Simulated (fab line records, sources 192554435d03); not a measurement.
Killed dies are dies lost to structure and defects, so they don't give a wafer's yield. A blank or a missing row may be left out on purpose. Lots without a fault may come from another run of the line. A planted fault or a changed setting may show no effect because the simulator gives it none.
A struck lot beside a sound one | flow n5_finfet | 15 steps out of a route of 1938
Sound: wafers L391.1, L391.3, L391.4. Struck: wafers L379.1, L379.4, L379.5. The cause comes at the end.
At each step with rows: each side's tool, then ch and its chambers, then its first start. Under that, the readings that differ: sound wafers | struck wafers | difference of the means | sigmas: that difference in standard deviations of wafers without a fault.
alike: readings whose means differ by less than 2 such deviations, and words and numbers that are the same on both sides. not compared: withheld readings, readings that some wafer has no value for, bounds like >300 that may hide the same value, and numbers for which the record gives no deviation and whose values overlap.
The two part at a step that has a row with sigmas, a row that says differs or no value, or rows on one side only. Numbers that don't overlap but have no deviation are shown without sigmas and don't part them. A reading that every wafer of one side lacks parts them only if that side has two wafers or more.

first, 2 steps without rows for these wafers: N5_DUMMY_GATE_PRECLEAN_00 (cleans in O3/DIW, time 60 s); N5_DUMMY_GATE_SRD_01 (time 30 s).
N5_DUMMY_GATE_ALD_02: deposits SiO2, target thk 2 nm, pulse time 1 s.
  sound on ald_sin-02 ch 0,1,3, day 7 22:19; struck on ald_sin-03 ch 1,2, day 4 18:33
  alike: heater_power_w, precursor_pulse_height_rel
then, 3 steps without rows for these wafers: N5_DUMMY_GATE_CVD_03 (deposits a-Si from SiH4, target thk 150 nm, time 8042 s); N5_DUMMY_GATE_PRECLEAN_46 (cleans in DIW, time 89.5 s); N5_DUMMY_GATE_SRD_47 (dry time 32 s).
N5_DUMMY_GATE_CMP_04: polishes a-Si.
  sound on cmp-03 ch 1,2,3, day 8 02:10; struck on cmp-04 ch 2,3, day 4 22:25
  alike: motor_current_A, time_to_endpoint_s
N5_DUMMY_GATE_THK_MEAS_05:
  sound on film_metro-01, day 8 02:24; struck on film_metro-02, day 4 22:38
  alike: thk_nm
then, 4 steps without rows for these wafers: N5_DUMMY_GATE_HM_DEP_06 (deposits SiNx from DCS/NH3, target thk 80 nm, time 5141 s); N5_DUMMY_GATE_PECVD_30 (deposits SiO2 from TEOS/O2, target thk 55 nm, time 10.8 s); N5_DUMMY_GATE_COAT_34 (time 60 s, resist thk 60 nm); N5_DUMMY_GATE_COAT_35 (time 60 s, resist thk 10 nm).
N5_DUMMY_GATE_COAT_28: time 60 s, resist thk 10 nm.
  sound on litho_track-01 ch 0, day 8 06:26; struck on litho_track-02 ch 0, day 5 02:41
  reading                                            | sound                | struck               | difference | sigmas
  spin_speed_rpm (rpm)                               | 1500.2 1500.4 1498.8 | 1347.1 1344.8 1345.7 | -153.9     | -99 or more
  model.underlayer_of_DUMMY_GATE_COAT_28.thk_nm (nm) | 10 10 10             | 10.6 10.6 10.6       | +0.6       |
  alike: plate_temp_C
then, 1 step without rows for these wafers: N5_DUMMY_GATE_COAT_09 (resist thk 30 nm).
-- the record jumps here: 8 days lie between the struck wafers' starts before and after (it left off in module DUMMY_GATE and takes up again in module BEOL_M4, whose first step shown is number 1111 of the route) --
N5_BEOL_M4_RC_MEAS_101:
  sound on prober-02 ch 0, day 15 06:32; struck on prober-02 ch 0, day 12 17:55
  reading       | sound       | struck      | difference | sigmas
  ION_P (uA/um) | 470 473 474 | 448 458 461 | -17        | -2
  alike: DIBL_N, DIBL_P, IOFF_N, IOFF_P, ION_N, SS_N, SS_P, VT_N, VT_P

WHERE THEY PART
First at N5_DUMMY_GATE_COAT_28; last, within this record, at N5_BEOL_M4_RC_MEAS_101.

WHY: what the simulator had put in
Process parameter drift: litho_track-02, from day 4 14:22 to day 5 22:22, at N5_DUMMY_GATE_COAT_28. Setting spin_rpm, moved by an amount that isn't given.
